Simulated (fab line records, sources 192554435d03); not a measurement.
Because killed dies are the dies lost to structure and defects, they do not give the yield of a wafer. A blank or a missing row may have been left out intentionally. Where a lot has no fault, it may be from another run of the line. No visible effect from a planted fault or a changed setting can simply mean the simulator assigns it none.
fab line records + flow n5-finfet
[record]
- lots = 12
- wafers = 36
- last-day = 17
route steps=1938 shown BEOL_M9@1454 BEOL_M10@1472
lots that met no fault: from a run of the same line without faults
start-h: the number of hours between the record's first day and the start of the first shown wafer of the lot + wait-h: time in hours since the lot's previous step + " the same as in the row above + L1.1+2: one row covering several wafers at once + - no value, or no start was given + * or withheld: withheld + < > ~ a bound
route shown NAME@n: NAME is a module with steps in the file, n the number in the route of the first one + usual: mean/standard deviation taken from wafers without a fault + same: alike in all rows + chamber/n: place in a boat + sites: readings site by site + _std_site: standard deviation across them + _edge_site: mean of outer sites minus mean of inner sites + radius-mm: for every site, how far away it sits from the centre of the wafer + mask NAME#n: copy n + behind: the last tool/chamber to shape the wafer + hold: what put the lot on hold/how long, in hours/how the hold closed + device: the n, p or np transistor that did not switch + end of line: tests run on the same wafers once the route is complete + for a step that has no rows: nothing shown but its recipe + killed: the dies lost at the first sort to structure and to defects; this is not the yield of the wafer + map: per-die view of a wafer (x killed, . not killed, _ where there is no die)
set.NAME: the setting the step ran with; set.NAME@STEP: the setting that earlier step ran with + model.NAME: the simulator's own value behind a step, which no gauge read
one table for each step of the route and one row for each wafer, over a sample of lots
services: from which hour (start-h, from the record's first day; less than 0 if before it) a tool's chamber was out of use, for how many hours, and why
[[steps]]
[step N5_BEOL_M9_CD_MEAS_35]
[recipe]
- target-cd-nm = 70
- target-cd-y-nm = 40
- polarity = opening
[usual]
- cd-nm = 70.0/0.56
| lot.wafer | tool      | chamber | start-h | wait-h | cd-nm |
|-----------|-----------|---------|---------|--------|-------|
| L348.1    | cd-sem-02 | -       | 219.11  | 0.0    | 68.6  |
| L348.2    | "         | -       | "       | "      | 69.0  |
| L348.4    | "         | -       | "       | "      | 69.0  |
| L351.1    | cd-sem-03 | -       | 227.50  | 0.0    | 70.6  |
| L351.4    | "         | -       | "       | "      | 70.9  |
| L351.6    | "         | -       | "       | "      | 69.8  |
| L355.2    | cd-sem-01 | -       | 254.11  | 0.0    | 69.5  |
| L355.3    | "         | -       | "       | "      | 69.7  |
| L355.6    | "         | -       | "       | "      | 70.2  |
| L354.2    | cd-sem-01 | -       | 258.47  | 0.0    | 70.4  |
| L354.4    | "         | -       | "       | "      | 69.2  |
| L354.6    | "         | -       | "       | "      | 69.5  |
| L356.1    | cd-sem-02 | -       | 258.64  | 0.0    | 70.3  |
| L356.2    | "         | -       | "       | "      | 69.1  |
| L356.6    | "         | -       | "       | "      | 69.5  |
| L361.1    | cd-sem-01 | -       | 284.13  | 0.0    | 71.3  |
| L361.2    | "         | -       | "       | "      | 71.3  |
| L361.3    | "         | -       | "       | "      | 70.0  |
| L360.3    | cd-sem-03 | -       | 284.28  | 0.0    | 69.7  |
| L360.5    | "         | -       | "       | "      | 70.0  |
| L360.6    | "         | -       | "       | "      | 69.5  |
| L362.1    | cd-sem-02 | -       | 305.01  | 0.0    | 69.3  |
| L362.4    | "         | -       | "       | "      | 69.5  |
| L362.6    | "         | -       | "       | "      | 69.4  |
| L363.1    | cd-sem-03 | -       | 308.55  | 0.0    | 70.9  |
| L363.2    | "         | -       | "       | "      | 70.7  |
| L363.5    | "         | -       | "       | "      | 70.6  |
| L366.1    | cd-sem-02 | -       | 316.43  | 0.0    | 70.5  |
| L366.4    | "         | -       | "       | "      | 70.6  |
| L366.6    | "         | -       | "       | "      | 70.4  |
| L368.2    | cd-sem-02 | -       | 332.87  | 0.0    | 70.6  |
| L368.3    | "         | -       | "       | "      | 70.6  |
| L368.6    | "         | -       | "       | "      | 70.0  |
| L370.3    | cd-sem-03 | -       | 342.10  | 0.0    | 70.7  |
| L370.4    | "         | -       | "       | "      | 70.4  |
| L370.6    | "         | -       | "       | "      | 70.3  |
[step N5_BEOL_M9_ALD_74]
[recipe]
- material = TaN
- target-thk-a = 20
- temp-c = 275
- ald-precursor-family = PDMAT
- ald-co-reactant = NH3
- pressure-torr = 3
- carrier-flow-sccm = 1500
- pulse-time-s = 2
- purge-time-s = 3
- co-reactant-purge-time-s = 2
- co-reactant-pulse-time-s = 3
- ald-cycles = 40
- precursor-vessel-temp-c = 75
- precursor-vessel-pressure-torr = 26.25
- precursor-vessel-carrier-sccm = 1000
[usual]
- heater-power-w = 392/43
| lot.wafer | tool         | chamber | start-h | wait-h | heater-power-w |
|-----------|--------------|---------|---------|--------|----------------|
| L348.1    | ald-metal-01 | 2       | 219.91  | 0.0    | 430            |
| L348.2    | "            | 1       | "       | "      | 364            |
| L348.4    | "            | 0       | "       | "      | 398            |
| L351.1    | ald-metal-03 | 0       | 228.29  | 0.0    | 411            |
| L351.4    | "            | 2       | "       | "      | 433            |
| L351.6    | "            | 0       | "       | "      | 417            |
| L355.2    | ald-metal-01 | 3       | 255.05  | 0.0    | 330            |
| L355.3    | "            | 1       | "       | "      | 356            |
| L355.6    | "            | 2       | "       | "      | 433            |
| L354.2    | ald-metal-01 | 2       | 259.09  | 0.0    | 423            |
| L354.4    | "            | 3       | "       | "      | 332            |
| L354.6    | "            | 3       | "       | "      | 328            |
| L356.1    | ald-metal-01 | 2       | 259.35  | 0.2    | 420            |
| L356.2    | "            | 3       | "       | "      | 335            |
| L356.6    | "            | 3       | "       | "      | 346            |
| L361.1    | ald-metal-04 | 0       | 284.70  | 0.1    | 473            |
| L361.2    | "            | 3       | "       | "      | 441            |
| L361.3    | "            | 2       | "       | "      | 368            |
| L360.3    | ald-metal-03 | 2       | 285.16  | 0.0    | 435            |
| L360.5    | "            | 3       | "       | "      | 363            |
| L360.6    | "            | 0       | "       | "      | 411            |
| L362.1    | ald-metal-04 | 0       | 305.68  | 0.0    | 477            |
| L362.4    | "            | 2       | "       | "      | 359            |
| L362.6    | "            | 2       | "       | "      | 365            |
| L363.1    | ald-metal-03 | 0       | 309.03  | 0.1    | 408            |
| L363.2    | "            | 3       | "       | "      | 371            |
| L363.5    | "            | 0       | "       | "      | 405            |
| L366.1    | ald-metal-03 | 1       | 317.48  | 0.1    | 372            |
| L366.4    | "            | 3       | "       | "      | 378            |
| L366.6    | "            | 2       | "       | "      | 424            |
| L368.2    | ald-metal-01 | 1       | 335.45  | 0.0    | 365            |
| L368.3    | "            | 2       | "       | "      | 423            |
| L368.6    | "            | 2       | "       | "      | 419            |
| L370.3    | ald-metal-01 | 0       | 343.01  | 0.1    | 397            |
| L370.4    | "            | 2       | "       | "      | 438            |
| L370.6    | "            | 2       | "       | "      | 426            |
[step N5_BEOL_M9_ECD_50]
[recipe]
- material = Cu
- target-thk-a = 3180
| lot.wafer  | tool      | chamber | start-h | wait-h |
|------------|-----------|---------|---------|--------|
| L348.1+2+4 | ecd-cu-01 | 1,0,0   | 220.53  | 0.1    |
| L351.1+4+6 | ecd-cu-02 | 0,1,0   | 229.13  | 0.1    |
| L355.2+3+6 | ecd-cu-01 | 0,0,1   | 255.74  | 0.1    |
| L354.2+4+6 | ecd-cu-01 | 1,1,0   | 259.70  | 0.1    |
| L356.1+2+6 | ecd-cu-01 | 0,1,1   | 260.22  | 0.1    |
| L361.1+2+3 | ecd-cu-01 | 1,0,0   | 287.26  | 0.1    |
| L360.3+5+6 | ecd-cu-01 | 1,0,1   | 287.55  | 0.1    |
| L362.1+4+6 | ecd-cu-01 | 0,0,1   | 306.36  | 0.1    |
| L363.1+2+5 | ecd-cu-02 | 0,1,1   | 309.97  | 0.1    |
| L366.1+4+6 | ecd-cu-02 | 1,0,0   | 319.85  | 0.1    |
| L368.2+3+6 | ecd-cu-02 | 1,0,0   | 336.05  | 0.1    |
| L370.3+4+6 | ecd-cu-02 | 1,0,0   | 343.70  | 0.1    |
[step N5_BEOL_M9_CMP_52]
[recipe]
- stop-on = SiCOH_lowk
- t-overpolish-s = 7
- down-force-psi = 1
- platen-rpm = 50
- clearing-platen-down-force-psi = 1.5
- clearing-platen-rpm = 50
- post-cmp-clean = cu-alkaline
- target-thk-nm = 140
- clearing-platen-pad-velocity-m-s = 0.99484
- pad-velocity-m-s = 0.99484
[usual]
- motor-current-A = 6.2/0.62
- time-to-endpoint-s = 65.4/2.5
| lot.wafer | tool   | chamber | start-h | wait-h | motor-current-A | time-to-endpoint-s |
|-----------|--------|---------|---------|--------|-----------------|--------------------|
| L348.4    | cmp-02 | 1       | 220.93  | 0.1    | 6.9             | 67.7               |
| L348.2    | "      | 3       | "       | "      | 6.7             | 67.4               |
| L348.1    | "      | 0       | "       | "      | 5.1             | 70.6               |
| L351.1    | cmp-03 | 0       | 230.01  | 0.3    | 6.9             | 62.9               |
| L351.4    | "      | 2       | "       | "      | 5.6             | 64.0               |
| L351.6    | "      | 3       | "       | "      | 6.1             | 62.1               |
| L355.2    | cmp-03 | 2       | 256.82  | 0.2    | 5.4             | 63.4               |
| L355.3    | "      | 3       | "       | "      | 6.4             | 64.8               |
| L355.6    | "      | 2       | "       | "      | 5.7             | 65.8               |
| L354.2    | cmp-02 | 3       | 260.15  | 0.2    | 6.8             | 65.4               |
| L354.4    | "      | 1       | "       | "      | 7.4             | 69.2               |
| L354.6    | "      | 2       | "       | "      | 5.2             | 69.4               |
| L356.2    | cmp-02 | 3       | 260.71  | 0.3    | 6.1             | 69.4               |
| L356.1    | "      | 0       | "       | "      | 5.7             | 67.3               |
| L356.6    | "      | 2       | "       | "      | 5.5             | 66.3               |
| L361.2    | cmp-04 | 3       | 287.89  | 0.2    | 5.8             | 117.7              |
| L361.3    | "      | 0       | "       | "      | 6.0             | 65.7               |
| L361.1    | "      | 1       | "       | "      | 6.7             | 65.2               |
| L360.3    | cmp-04 | 0       | 288.31  | 0.2    | 6.0             | 68.3               |
| L360.6    | "      | 0       | "       | "      | 5.8             | 120.5              |
| L360.5    | "      | 1       | "       | "      | 6.5             | 69.8               |
| L362.1    | cmp-04 | 1       | 306.85  | 0.3    | 6.5             | 66.4               |
| L362.4    | "      | 2       | "       | "      | 6.5             | 65.8               |
| L362.6    | "      | 2       | "       | "      | 7.0             | 117.3              |
| L363.1    | cmp-04 | 2       | 310.39  | 0.3    | 6.5             | 61.6               |
| L363.2    | "      | 0       | "       | "      | 6.3             | 64.9               |
| L363.5    | "      | 2       | "       | "      | 6.5             | 62.6               |
| L366.4    | cmp-02 | 2       | 320.36  | 0.1    | 5.5             | 64.5               |
| L366.1    | "      | 0       | "       | "      | 5.2             | 64.2               |
| L366.6    | "      | 2       | "       | "      | 5.3             | 63.6               |
| L368.2    | cmp-02 | 2       | 336.53  | 0.3    | 5.5             | 65.5               |
| L368.3    | "      | 3       | "       | "      | 6.2             | 59.4               |
| L368.6    | "      | 1       | "       | "      | 7.1             | 63.9               |
| L370.4    | cmp-02 | 1       | 344.09  | 0.1    | 7.0             | 64.9               |
| L370.3    | "      | 3       | "       | "      | 6.5             | 67.1               |
| L370.6    | "      | 1       | "       | "      | 7.2             | 62.9               |
[step N5_BEOL_M10_THK_MEAS_01]
[recipe]
- reads = SiCOH_lowk_of_BEOL_M10_ILD_DEP_00
[usual]
- M10_ILD_THK = 268/3.1
| lot.wafer | tool          | chamber | start-h | wait-h | M10_ILD_THK[nm] |
|-----------|---------------|---------|---------|--------|-----------------|
| L348.1    | film-metro-01 | -       | 222.02  | 0.4    | 267             |
| L348.2    | "             | -       | "       | "      | 263             |
| L348.4    | "             | -       | "       | "      | 268             |
| L351.1    | film-metro-01 | -       | 231.54  | 0.8    | 261             |
| L351.4    | "             | -       | "       | "      | 265             |
| L351.6    | "             | -       | "       | "      | 268             |
| L355.2    | film-metro-02 | -       | 257.91  | 0.4    | 265             |
| L355.3    | "             | -       | "       | "      | 265             |
| L355.6    | "             | -       | "       | "      | 271             |
| L354.2    | film-metro-01 | -       | 261.68  | 0.7    | 267             |
| L354.4    | "             | -       | "       | "      | 268             |
| L354.6    | "             | -       | "       | "      | 269             |
| L356.1    | film-metro-02 | -       | 261.98  | 0.4    | 265             |
| L356.2    | "             | -       | "       | "      | 267             |
| L356.6    | "             | -       | "       | "      | 269             |
| L361.1    | film-metro-01 | -       | 288.94  | 0.4    | 266             |
| L361.2    | "             | -       | "       | "      | 265             |
| L361.3    | "             | -       | "       | "      | 267             |
| L360.3    | film-metro-01 | -       | 289.42  | 0.3    | 265             |
| L360.5    | "             | -       | "       | "      | 270             |
| L360.6    | "             | -       | "       | "      | 269             |
| L362.1    | film-metro-02 | -       | 307.93  | 0.4    | 266             |
| L362.4    | "             | -       | "       | "      | 270             |
| L362.6    | "             | -       | "       | "      | 272             |
| L363.1    | film-metro-01 | -       | 311.47  | 0.4    | 266             |
| L363.2    | "             | -       | "       | "      | 267             |
| L363.5    | "             | -       | "       | "      | 266             |
| L366.1    | film-metro-02 | -       | 321.44  | 0.4    | 269             |
| L366.4    | "             | -       | "       | "      | 270             |
| L366.6    | "             | -       | "       | "      | 270             |
| L368.2    | film-metro-02 | -       | 338.05  | 0.7    | 266             |
| L368.3    | "             | -       | "       | "      | 269             |
| L368.6    | "             | -       | "       | "      | 267             |
| L370.3    | film-metro-02 | -       | 345.22  | 0.3    | 270             |
| L370.4    | "             | -       | "       | "      | 272             |
| L370.6    | "             | -       | "       | "      | 270             |
[[services]]
| tool         | chamber | start-h | hours | kind                           |
|--------------|---------|---------|-------|--------------------------------|
| cmp-04       | -       | 214.02  | 4.0   | pm                             |
| cmp-04       | -       | 218.02  | -     | consumable-replace:conditioner |
| cmp-04       | -       | 218.02  | -     | consumable-replace:pad         |
| ald-metal-01 | 3       | 228.46  | 3.6   | repair                         |
| cmp-04       | -       | 243.72  | 28.0  | repair                         |
| ecd-cu-02    | -       | 255.17  | 0.2   | repair                         |
| cmp-02       | -       | 264.82  | 10.7  | pm                             |
| ecd-cu-01    | -       | 308.18  | 0.4   | repair                         |
| cmp-02       | -       | 308.38  | 3.8   | repair                         |
| ald-metal-03 | 1       | 313.29  | -     | calibration                    |
| cmp-02       | -       | 328.15  | 4.0   | pm                             |
| ald-metal-03 | -       | 328.46  | 8.7   | pm                             |
| cmp-02       | -       | 332.15  | -     | consumable-replace:conditioner |
| cmp-02       | -       | 332.15  | -     | consumable-replace:pad         |
| cmp-04       | -       | 340.01  | 0.6   | repair                         |
[[key]]
[first-sign]
- step = N5_BEOL_M9_CMP_52
- reading = time-to-endpoint-s
- direction = up
- sigmas = 21
- usual = *
- struck = *
effect none on later readings
met-at N5_BEOL_M9_ECD_50
struck-lots L360,L361,L362
struck-wafers L360.6,L361.2,L362.6
not-acting-at N5_BEOL_M9_CD_MEAS_35,N5_BEOL_M9_ALD_74,N5_BEOL_M10_THK_MEAS_01
onset-between 260.22 287.26
[fault]
- kind = process-parameter-drift
- tool = ecd-cu-01
- chamber = -
- onset-h = 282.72
- steps = N5_BEOL_M9_ECD_50
- channel = target-thk-a
- offset = *
- shape = step
- end-h = 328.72
- scope = struck-wafers-only
- acts-in = *
- stated = *
